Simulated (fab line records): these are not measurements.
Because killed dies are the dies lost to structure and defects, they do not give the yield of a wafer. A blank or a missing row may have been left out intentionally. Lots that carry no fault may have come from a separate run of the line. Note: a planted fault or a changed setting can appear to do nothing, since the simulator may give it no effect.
fab line records | flow nand_harc
record: lots: 13 wafers: 39 last_day: 25
route steps=1159 shown A_CONTACT@885 THIN_TSV@1102 END@1159
lots with no fault: from the same line, run without faults
start_h: hours from the record's opening day to when the first of the lot's shown wafers began | wait_h: hours since the lot's step before | " same as the row above | L1.1+2: a single row standing in for several wafers | - no value present, or no start provided | * or withheld: withheld | < > ~ a bound
route shown NAME@n: a module of which the file shows steps, and the number in the route of the first | usual: the fault-free wafers' mean and standard deviation | same: alike in all rows | chamber/n: place in a boat | sites: the reading at each site | _std_site: the values' standard deviation | _edge_site: mean of outer sites minus mean of inner sites | radius_mm: how far each site lies from the wafer's centre | mask NAME#n: copy n | behind: the last tool/chamber to shape the wafer | hold: cause of the lot's hold/its duration in hours/its outcome | device: the n, p or np transistor that did not switch | end of line: the same wafers' tests at the end of the route | a step given without rows: its recipe and nothing more | killed: the dies lost at the first sort to structure and to defects; this is not the yield of the wafer | map: a wafer's dies, x killed, . not, _ none there
set.NAME: the run value of the setting; set.NAME@STEP: its run value at that earlier step | model.NAME: the simulator's own value behind a step, which no gauge read
steps of the route over a sample of lots; a table a step, a row a wafer
services: when a tool's chamber went out of use (start_h, in hours from the record's first day, below 0 if earlier), for how many hours, and the reason
== steps ==
step: NHARC_A_CONTACT_DEP_58
recipe: target_thk_a: 600 target_thk_nm: 60 temp_c: 400 pressure_torr: 3.5 flow_sccm: 200 rf_w: 350 material: SiON
usual: heater_power_w: 780/99
columns lot.wafer tool chamber start_h wait_h heater_power_w
L839.2 pecvd-02 0 378.97 1.2 800
L839.4 " 0 " " 824
L839.6 " 1 " " 829
L843.3 pecvd-02 0 383.00 1.1 766
L843.6 " 2 " " 774
L843.5 " 1 " " 805
L840.4 pecvd-03 1 384.12 0.7 619
L840.6 " 2 " " 908
L840.5 " 0 " " 836
L844.2 pecvd-02 2 395.39 1.2 814
L844.1 " 0 " " 765
L844.5 " 2 " " 801
L846.1 pecvd-04 0 425.49 1.5 806
L846.4 " 2 " " 621
L846.5 " 0 " " 801
L855.2 pecvd-03 2 452.22 1.2 830
L855.3 " 0 " " 796
L855.6 " 2 " " 802
L854.1 pecvd-03 2 468.91 1.5 910
L854.5 " 2 " " 928
L854.4 " 0 " " 723
L859.3 pecvd-02 0 475.44 0.9 852
L859.2 " 1 " " 716
L859.5 " 0 " " 862
L857.3 pecvd-02 0 485.04 0.9 836
L857.5 " 1 " " 756
L857.6 " 2 " " 815
L858.2 pecvd-02 0 499.20 1.2 826
L858.5 " 1 " " 760
L858.4 " 2 " " 807
L862.1 pecvd-04 0 515.68 1.5 876
L862.5 " 2 " " 652
L862.6 " 1 " " 893
L860.1 pecvd-03 0 519.46 1.5 808
L860.3 " 1 " " 589
L860.5 " 2 " " 805
L861.3 pecvd-03 0 521.52 0.9 764
L861.6 " 0 " " 760
L861.5 " 2 " " 872
step: NHARC_THIN_TSV_CMP_01
recipe: target_thk_um: 3
usual: edge_zone_pressure_frac: 0.999/0.0049 motor_current_A: 12.0/1.1 slurry_flow_ml_min: 150.0/0.43
columns lot.wafer tool chamber start_h wait_h edge_zone_pressure_frac motor_current_A slurry_flow_ml_min
L839.4 cmp-03 2 430.52 0.4 0.994 10.9 149.3
L839.2 " 3 " " 0.994 9.9 150.3
L839.6 " 2 " " 0.995 10.4 149.9
L843.3 cmp-04 3 431.78 0.7 0.998 10.3 150.0
L843.6 " 0 " " 1.006 10.9 150.1
L843.5 " 1 " " 1.006 12.1 149.7
L840.4 cmp-03 2 432.94 0.5 0.998 10.5 150.5
L840.5 " 1 " " 1.006 13.1 150.1
L840.6 " 2 " " 1.002 11.2 150.6
L844.2 cmp-04 1 442.26 0.9 1.000 11.9 150.1
L844.5 " 2 " " 0.997 11.8 149.9
L846.4 cmp-04 0 479.61 0.5 1.001 10.2 149.4
L846.1 " 1 " " 1.008 12.5 149.7
L846.5 " 3 " " 1.001 10.1 150.5
L855.2 cmp-02 0 502.25 0.9 1.004 12.9 150.2
L855.3 " 1 " " 0.989 12.2 149.0
L855.6 " 2 " " 1.001 12.5 149.6
L854.1 cmp-03 0 518.82 1.1 0.990 12.8 149.2
L854.4 " 1 " " 0.995 13.2 149.8
L854.5 " 3 " " 1.000 10.6 150.3
L859.3 cmp-02 1 535.90 0.7 0.995 13.2 150.0
L859.2 " 3 " " 1.003 12.6 149.8
L859.5 " 1 " " 0.994 12.6 149.3
L857.3 cmp-04 2 543.88 0.7 0.999 12.1 150.2
L857.6 " 0 " " 1.005 10.0 150.5
L857.5 " 1 " " 0.992 11.6 149.9
L858.4 cmp-03 1 547.81 0.4 0.997 14.2 150.0
L858.2 " 0 " " 0.995 13.3 150.7
L858.5 " 1 " " 1.004 13.3 150.1
L862.1 cmp-03 0 557.46 1.0 0.996 12.9 149.3
L862.6 " 0 " " 0.997 13.8 150.1
L862.5 " 1 " " 0.993 14.3 150.5
L860.1 cmp-02 3 566.08 1.1 0.994 12.0 150.2
L860.3 " 1 " " 1.004 11.8 149.8
L860.5 " 2 " " 0.997 12.0 149.8
L861.3 cmp-04 1 572.21 0.6 0.998 12.2 149.6
L861.5 " 0 " " 0.998 10.6 150.0
L861.6 " 1 " " 0.999 11.4 150.6
step: NHARC_THIN_TSV_PVD_19
recipe: target_thk_a: 200 chamber_pressure_pa: 5 material: TaN
usual: throttle_valve_pct: 30.0/0.73
columns lot.wafer tool chamber start_h wait_h throttle_valve_pct
L839.2 pvd_sputter-03 - - - 30.3
L839.4 " - " " 28.8
L839.6 " - " " 30.9
L843.3 pvd_sputter-03 - - - 30.7
L843.5 " - " " 28.6
L843.6 " - " " 31.1
L840.4 pvd_sputter-01 - - - 30.4
L840.5 " - " " 29.2
L840.6 " - " " 30.3
L844.2 pvd_sputter-01 - - - 30.8
L844.5 " - " " 31.4
L846.4 pvd_sputter-01 - - - 30.3
L846.1 " - " " 30.1
L846.5 " - " " 29.5
L855.3 pvd_sputter-02 - - - 29.9
L855.2 " - " " 29.6
L855.6 " - " " 30.3
L854.1 pvd_sputter-03 - - - 30.4
L854.4 " - " " 28.7
L854.5 " - " " 30.0
L859.3 pvd_sputter-03 - - - 29.9
L859.2 " - " " 29.2
L859.5 " - " " 30.5
L857.3 pvd_sputter-03 - - - 30.8
L857.5 " - " " 28.8
L857.6 " - " " 29.9
L858.4 pvd_sputter-02 - - - 30.3
L858.2 " - " " 30.0
L858.5 " - " " 30.4
L862.1 pvd_sputter-02 - - - 29.7
L862.6 " - " " 29.1
L862.5 " - " " 30.4
L860.1 pvd_sputter-01 - - - 30.7
L860.3 " - " " 29.2
L860.5 " - " " 30.7
L861.3 pvd_sputter-01 - - - 30.1
L861.6 " - " " 30.1
L861.5 " - " " 30.7
step: NHARC_THIN_TSV_PVD_51
recipe: target_thk_a: 1000 chamber_pressure_pa: 5 material: Cu
usual: throttle_valve_pct: 30.0/0.75
columns lot.wafer tool chamber start_h wait_h throttle_valve_pct
L839.4 pvd_sputter-03 - - - 28.7
L839.2 " - " " 30.2
L839.6 " - " " 30.3
L843.3 pvd_sputter-03 - - - 30.2
L843.5 " - " " 30.2
L843.6 " - " " 30.2
L840.4 pvd_sputter-01 - - - 29.8
L840.5 " - " " 30.5
L840.6 " - " " 31.5
L844.2 pvd_sputter-01 - - - 30.5
L844.5 " - " " 31.8
L846.4 pvd_sputter-01 - - - 30.2
L846.1 " - " " 31.3
L846.5 " - " " 30.5
L855.2 pvd_sputter-02 - - - 29.0
L855.3 " - " " 30.1
L855.6 " - " " 28.9
L854.4 pvd_sputter-03 - - - 30.0
L854.1 " - " " 28.9
L854.5 " - " " 30.1
L859.2 pvd_sputter-03 - - - 29.5
L859.3 " - " " 30.5
L859.5 " - " " 29.8
L857.3 pvd_sputter-03 - - - 29.1
L857.6 " - " " 30.7
L857.5 " - " " 29.0
L858.2 pvd_sputter-02 - - - 29.3
L858.4 " - " " 30.5
L858.5 " - " " 29.2
L862.1 pvd_sputter-02 - - - 30.4
L862.5 " - " " 29.9
L862.6 " - " " 29.1
L860.3 pvd_sputter-01 - - - 29.8
L860.1 " - " " 30.9
L860.5 " - " " 29.9
L861.3 pvd_sputter-01 - - - 30.9
L861.5 " - " " 30.0
L861.6 " - " " 30.8
step: NHARC_END_SORT_01
recipe: temp_c: 25
usual: killed_at_array: 27/11 killed_at_other: 0.7/1.1 killed_at_periphery: 3.6/2.4 killed_dies: 32/11 killed_open: 3.3/1.8 killed_short: 2.1/1.5
same: gross_dies: 677
columns lot.wafer tool chamber start_h wait_h killed_at_array killed_at_other killed_at_periphery killed_dies killed_open killed_short
L844.1 prober-01 0 462.26 2.5 638 1 2 641 7 3
L844.2 prober-01 0 463.06 2.8 15 2 8 25 3 2
L844.5 prober-01 0 465.45 3.7 14 0 2 16 0 1
killed by level:class
L844.1 A_CONTACT:area_dep=609 A_CHANNEL_HOLE_D1:chamber_film_flake=9 A_STAIRCASE:chamber_film_flake=5 A_CONTACT:chamber_film_flake=5 A_SOURCE_PLATE:geometric_particle:open=2 P_M0:geometric_particle:open=1 A_ONON_D1:geometric_particle:open=1 A_SGD_CUT:geometric_particle:short=1
L844.2 A_CHANNEL_HOLE_D1:chamber_film_flake=7 P_ZERO_WELL:chamber_film_flake=5 A_CONTACT:chamber_film_flake=5 P_CONTACT:geometric_particle:open=2 THIN_TSV:chamber_film_flake=2 P_M1:geometric_particle:short=1 A_CHANNEL_FILL_D1:geometric_particle:open=1 A_CONTACT:geometric_particle:short=1
L844.5 A_CHANNEL_HOLE_D1:chamber_film_flake=9 A_CONTACT:chamber_film_flake=3 P_M2:geometric_particle:short=1 P_ZERO_WELL:chamber_film_flake=1 A_STAIRCASE:chamber_film_flake=1 A_SLIT:chamber_film_flake=1
== services ==
columns tool chamber start_h hours kind
cmp-04 - 366.37 0.5 repair
pvd_sputter-02 - 392.07 10.0 pm
cmp-04 - 399.15 4.0 pm
cmp-03 - 421.20 0.4 repair
cmp-04 - 421.29 1.1 repair
pecvd-02 - 422.12 0.9 repair
pvd_sputter-02 - 425.47 38.2 repair
cmp-04 - 427.32 1.1 repair
cmp-04 - 442.67 0.4 repair
cmp-03 - 444.97 3.8 repair
cmp-03 - 450.02 4.0 pm
cmp-04 - 462.02 2.8 repair
cmp-04 - 471.67 2.5 repair
pecvd-03 - 473.46 13.0 pm
cmp-04 - 495.42 3.3 repair
pvd_sputter-03 - 498.34 10.0 pm
pvd_sputter-01 - 514.00 10.0 pm
pecvd-02 - 515.29 13.0 pm
pvd_sputter-02 - 533.30 3.0 repair
cmp-03 - 546.42 0.2 repair
cmp-03 - 548.02 4.0 pm
pvd_sputter-02 - 570.07 10.0 pm
cmp-03 - 573.35 1.3 repair
cmp-04 - 575.30 1.8 repair
== key ==
first_sign: step: NHARC_END_SORT_01 reading: killed_at_array direction: up sigmas: 57 usual: 27 struck: 638
effect: step: NHARC_END_SORT_01 reading: killed_dies direction: up sigmas: 55 usual: 32 struck: 641
more_kills_born_at: NHARC_A_CONTACT_DEP_58@pecvd-02: 609
met_at NHARC_A_CONTACT_DEP_58
struck_lots L844
struck_wafers L844.1
later_rows_left_out L844.1
tester_left_out L844
not_acting_at NHARC_THIN_TSV_CMP_01,NHARC_THIN_TSV_PVD_19,NHARC_THIN_TSV_PVD_51
onset_between 383.00 395.39
fault: kind: process_parameter_drift tool: pecvd-02 chamber: 0 onset_h: 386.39 steps: NHARC_A_CONTACT_DEP_58 channel: target_thk_a offset: * shape: step end_h: 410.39 acts_in: * stated: *
tester_left_out: of these lots the tester's yield and bins aren't shown, on N5 and GAA mostly nor the transistor test; their killed dies are dies lost to structure and defects alone, not to doping, threshold or leakage, so they don't give the yield
later_rows_left_out: the simulator's readings of these wafers behind a module that went badly wrong aren't trusted and aren't shown, but for the sort
